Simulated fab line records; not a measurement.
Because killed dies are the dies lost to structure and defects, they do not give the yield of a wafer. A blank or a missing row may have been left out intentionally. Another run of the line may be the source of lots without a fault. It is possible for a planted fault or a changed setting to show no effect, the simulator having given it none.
Matching of chambers || flow nand-harc || NHARC_P_M2_DESCUM_14 on rie-diel-03: 4 sister chambers
The step chemistry O2, time 3 s. 39 wafers are shown with their chamber, then 12 later ones without.

WAFERS, EACH WITH ITS CHAMBER
{"wafer": "L077.4", "chamber": 0, "showerhead-plenum-p-Torr (Torr)": 1.95, "drypump-motor-current-A (A)": 5.6, "rf-vpp-V (V)": 57.5}
{"wafer": "L077.5", "chamber": 2, "showerhead-plenum-p-Torr (Torr)": 2.02, "drypump-motor-current-A (A)": 5.6, "rf-vpp-V (V)": 59.3}
{"wafer": "L077.6", "chamber": 3, "showerhead-plenum-p-Torr (Torr)": 2.03, "drypump-motor-current-A (A)": 5.8, "rf-vpp-V (V)": 58.4}
{"wafer": "L079.2", "chamber": 1, "showerhead-plenum-p-Torr (Torr)": 1.82, "drypump-motor-current-A (A)": 5.2, "rf-vpp-V (V)": 58.0}
{"wafer": "L079.4", "chamber": 2, "showerhead-plenum-p-Torr (Torr)": 2.02, "drypump-motor-current-A (A)": 5.7, "rf-vpp-V (V)": 57.5}
{"wafer": "L079.6", "chamber": 0, "showerhead-plenum-p-Torr (Torr)": 1.94, "drypump-motor-current-A (A)": 5.6, "rf-vpp-V (V)": 58.4}
{"wafer": "L080.1", "chamber": 2, "showerhead-plenum-p-Torr (Torr)": 2.02, "drypump-motor-current-A (A)": 5.7, "rf-vpp-V (V)": 58.8}
{"wafer": "L080.2", "chamber": 0, "showerhead-plenum-p-Torr (Torr)": 1.95, "drypump-motor-current-A (A)": 5.6, "rf-vpp-V (V)": 55.7}
{"wafer": "L080.6", "chamber": 3, "showerhead-plenum-p-Torr (Torr)": 2.03, "drypump-motor-current-A (A)": 5.8, "rf-vpp-V (V)": 57.4}
{"wafer": "L081.2", "chamber": 2, "showerhead-plenum-p-Torr (Torr)": 2.02, "drypump-motor-current-A (A)": 5.6, "rf-vpp-V (V)": 58.9}
{"wafer": "L081.3", "chamber": 3, "showerhead-plenum-p-Torr (Torr)": 2.03, "drypump-motor-current-A (A)": 5.8, "rf-vpp-V (V)": 59.4}
{"wafer": "L081.5", "chamber": 0, "showerhead-plenum-p-Torr (Torr)": 1.94, "drypump-motor-current-A (A)": 5.6, "rf-vpp-V (V)": 57.6}
{"wafer": "L082.1", "chamber": 2, "showerhead-plenum-p-Torr (Torr)": 2.02, "drypump-motor-current-A (A)": 5.6, "rf-vpp-V (V)": 58.0}
{"wafer": "L082.3", "chamber": 3, "showerhead-plenum-p-Torr (Torr)": 2.03, "drypump-motor-current-A (A)": 5.7, "rf-vpp-V (V)": 57.2}
{"wafer": "L082.6", "chamber": 1, "showerhead-plenum-p-Torr (Torr)": 1.82, "drypump-motor-current-A (A)": 5.2, "rf-vpp-V (V)": 57.0}
{"wafer": "L083.1", "chamber": 0, "showerhead-plenum-p-Torr (Torr)": 1.94, "drypump-motor-current-A (A)": 5.6, "rf-vpp-V (V)": 58.4}
{"wafer": "L083.3", "chamber": 1, "showerhead-plenum-p-Torr (Torr)": 1.82, "drypump-motor-current-A (A)": 5.2, "rf-vpp-V (V)": 57.1}
{"wafer": "L083.5", "chamber": 1, "showerhead-plenum-p-Torr (Torr)": 1.82, "drypump-motor-current-A (A)": 5.2, "rf-vpp-V (V)": 57.3}
{"wafer": "L087.4", "chamber": 3, "showerhead-plenum-p-Torr (Torr)": 2.03, "drypump-motor-current-A (A)": 5.7, "rf-vpp-V (V)": 59.7}
{"wafer": "L087.5", "chamber": 0, "showerhead-plenum-p-Torr (Torr)": 1.94, "drypump-motor-current-A (A)": 5.7, "rf-vpp-V (V)": 58.0}
{"wafer": "L087.6", "chamber": 1, "showerhead-plenum-p-Torr (Torr)": 1.82, "drypump-motor-current-A (A)": 5.2, "rf-vpp-V (V)": 59.2}
{"wafer": "L086.2", "chamber": 1, "showerhead-plenum-p-Torr (Torr)": 1.82, "drypump-motor-current-A (A)": 5.2, "rf-vpp-V (V)": 57.3}
{"wafer": "L086.4", "chamber": 0, "showerhead-plenum-p-Torr (Torr)": 1.94, "drypump-motor-current-A (A)": 5.6, "rf-vpp-V (V)": 57.7}
{"wafer": "L086.5", "chamber": 1, "showerhead-plenum-p-Torr (Torr)": 1.82, "drypump-motor-current-A (A)": 5.2, "rf-vpp-V (V)": 57.9}
{"wafer": "L086.1", "chamber": 3, "showerhead-plenum-p-Torr (Torr)": 2.03, "drypump-motor-current-A (A)": 5.7, "rf-vpp-V (V)": 58.4}
{"wafer": "L086.3", "chamber": 2, "showerhead-plenum-p-Torr (Torr)": 2.02, "drypump-motor-current-A (A)": 5.6, "rf-vpp-V (V)": 58.3}
{"wafer": "L086.6", "chamber": 0, "showerhead-plenum-p-Torr (Torr)": 1.94, "drypump-motor-current-A (A)": 5.6, "rf-vpp-V (V)": 56.9}
{"wafer": "L085.1", "chamber": 1, "showerhead-plenum-p-Torr (Torr)": 1.82, "drypump-motor-current-A (A)": 5.2, "rf-vpp-V (V)": 57.8}
{"wafer": "L085.3", "chamber": 3, "showerhead-plenum-p-Torr (Torr)": 2.03, "drypump-motor-current-A (A)": 5.8, "rf-vpp-V (V)": 59.2}
{"wafer": "L085.5", "chamber": 3, "showerhead-plenum-p-Torr (Torr)": 2.03, "drypump-motor-current-A (A)": 5.8, "rf-vpp-V (V)": 57.7}
{"wafer": "L085.2", "chamber": 0, "showerhead-plenum-p-Torr (Torr)": 1.94, "drypump-motor-current-A (A)": 5.6, "rf-vpp-V (V)": 58.3}
{"wafer": "L085.4", "chamber": 2, "showerhead-plenum-p-Torr (Torr)": 2.02, "drypump-motor-current-A (A)": 5.7, "rf-vpp-V (V)": 58.9}
{"wafer": "L085.6", "chamber": 0, "showerhead-plenum-p-Torr (Torr)": 1.94, "drypump-motor-current-A (A)": 5.6, "rf-vpp-V (V)": 59.1}
{"wafer": "L093.2", "chamber": 1, "showerhead-plenum-p-Torr (Torr)": 1.82, "drypump-motor-current-A (A)": 5.2, "rf-vpp-V (V)": 58.3}
{"wafer": "L093.4", "chamber": 0, "showerhead-plenum-p-Torr (Torr)": 1.94, "drypump-motor-current-A (A)": 5.6, "rf-vpp-V (V)": 56.9}
{"wafer": "L093.6", "chamber": 2, "showerhead-plenum-p-Torr (Torr)": 2.02, "drypump-motor-current-A (A)": 5.6, "rf-vpp-V (V)": 58.3}
{"wafer": "L092.1", "chamber": 1, "showerhead-plenum-p-Torr (Torr)": 1.82, "drypump-motor-current-A (A)": 5.2, "rf-vpp-V (V)": 57.0}
{"wafer": "L092.3", "chamber": 2, "showerhead-plenum-p-Torr (Torr)": 2.02, "drypump-motor-current-A (A)": 5.7, "rf-vpp-V (V)": 58.9}
{"wafer": "L092.4", "chamber": 3, "showerhead-plenum-p-Torr (Torr)": 2.03, "drypump-motor-current-A (A)": 5.7, "rf-vpp-V (V)": 58.3}

SIGNATURES (averages over the wafers above)
{"reading": "showerhead-plenum-p-Torr", "chamber 0": 1.9418, "chamber 1": 1.8200, "chamber 2": 2.0200, "chamber 3": 2.0300, "scatter within a chamber": 0.00216}
{"reading": "drypump-motor-current-A", "chamber 0": 5.609, "chamber 1": 5.200, "chamber 2": 5.644, "chamber 3": 5.756, "scatter within a chamber": 0.0391}
{"reading": "rf-vpp-V", "chamber 0": 57.682, "chamber 1": 57.690, "chamber 2": 58.544, "chamber 3": 58.411, "scatter within a chamber": 0.791}
Rule: a wafer lies at a distance from a chamber equal to the root of the sum of squares, over the readings, of (its reading less the chamber's mean, divided by the reading's scatter). If the next closest chamber is less than 2 further off than the closest, the wafer can't be placed; otherwise it belongs to the closest. The scatter: take each reading less its chamber's mean, square it, sum over the shown wafers, divide by the number of wafers less the number of chambers, and take the root.

WAFERS MISSING THEIR CHAMBER
{"wafer": "L094.1", "showerhead-plenum-p-Torr (Torr)": 1.82, "drypump-motor-current-A (A)": 5.2, "rf-vpp-V (V)": 56.8}
{"wafer": "L094.2", "showerhead-plenum-p-Torr (Torr)": 1.94, "drypump-motor-current-A (A)": 5.6, "rf-vpp-V (V)": 56.3}
{"wafer": "L094.5", "showerhead-plenum-p-Torr (Torr)": 1.94, "drypump-motor-current-A (A)": 5.7, "rf-vpp-V (V)": 57.5}
{"wafer": "L096.1", "showerhead-plenum-p-Torr (Torr)": 2.02, "drypump-motor-current-A (A)": 5.6, "rf-vpp-V (V)": 58.9}
{"wafer": "L096.3", "showerhead-plenum-p-Torr (Torr)": 1.82, "drypump-motor-current-A (A)": 5.2, "rf-vpp-V (V)": 56.4}
{"wafer": "L096.5", "showerhead-plenum-p-Torr (Torr)": 1.82, "drypump-motor-current-A (A)": 5.2, "rf-vpp-V (V)": 57.6}
{"wafer": "L097.1", "showerhead-plenum-p-Torr (Torr)": 2.03, "drypump-motor-current-A (A)": 5.7, "rf-vpp-V (V)": 58.8}
{"wafer": "L097.2", "showerhead-plenum-p-Torr (Torr)": 1.82, "drypump-motor-current-A (A)": 5.2, "rf-vpp-V (V)": 57.4}
{"wafer": "L097.3", "showerhead-plenum-p-Torr (Torr)": 1.94, "drypump-motor-current-A (A)": 5.7, "rf-vpp-V (V)": 56.4}
{"wafer": "L097.4", "showerhead-plenum-p-Torr (Torr)": 2.02, "drypump-motor-current-A (A)": 5.6, "rf-vpp-V (V)": 58.9}
{"wafer": "L097.5", "showerhead-plenum-p-Torr (Torr)": 2.03, "drypump-motor-current-A (A)": 5.8, "rf-vpp-V (V)": 58.1}
{"wafer": "L097.6", "showerhead-plenum-p-Torr (Torr)": 1.94, "drypump-motor-current-A (A)": 5.7, "rf-vpp-V (V)": 58.6}

WHICH CHAMBER EACH WENT THROUGH
{"wafer": "L094.1", "from the rows above": 1, "in truth": 1}
{"wafer": "L094.2", "from the rows above": 0, "in truth": 0}
{"wafer": "L094.5", "from the rows above": 0, "in truth": 0}
{"wafer": "L096.1", "from the rows above": 2, "in truth": 2}
{"wafer": "L096.3", "from the rows above": 1, "in truth": 1}
{"wafer": "L096.5", "from the rows above": 1, "in truth": 1}
{"wafer": "L097.1", "from the rows above": 3, "in truth": 3}
{"wafer": "L097.2", "from the rows above": 1, "in truth": 1}
{"wafer": "L097.3", "from the rows above": 0, "in truth": 0}
{"wafer": "L097.4", "from the rows above": 2, "in truth": 2}
{"wafer": "L097.5", "from the rows above": 3, "in truth": 3}
{"wafer": "L097.6", "from the rows above": 0, "in truth": 0}
Correctly placed: 12 of 12. Number that these rows cannot place: 0. 0 placed wrongly.
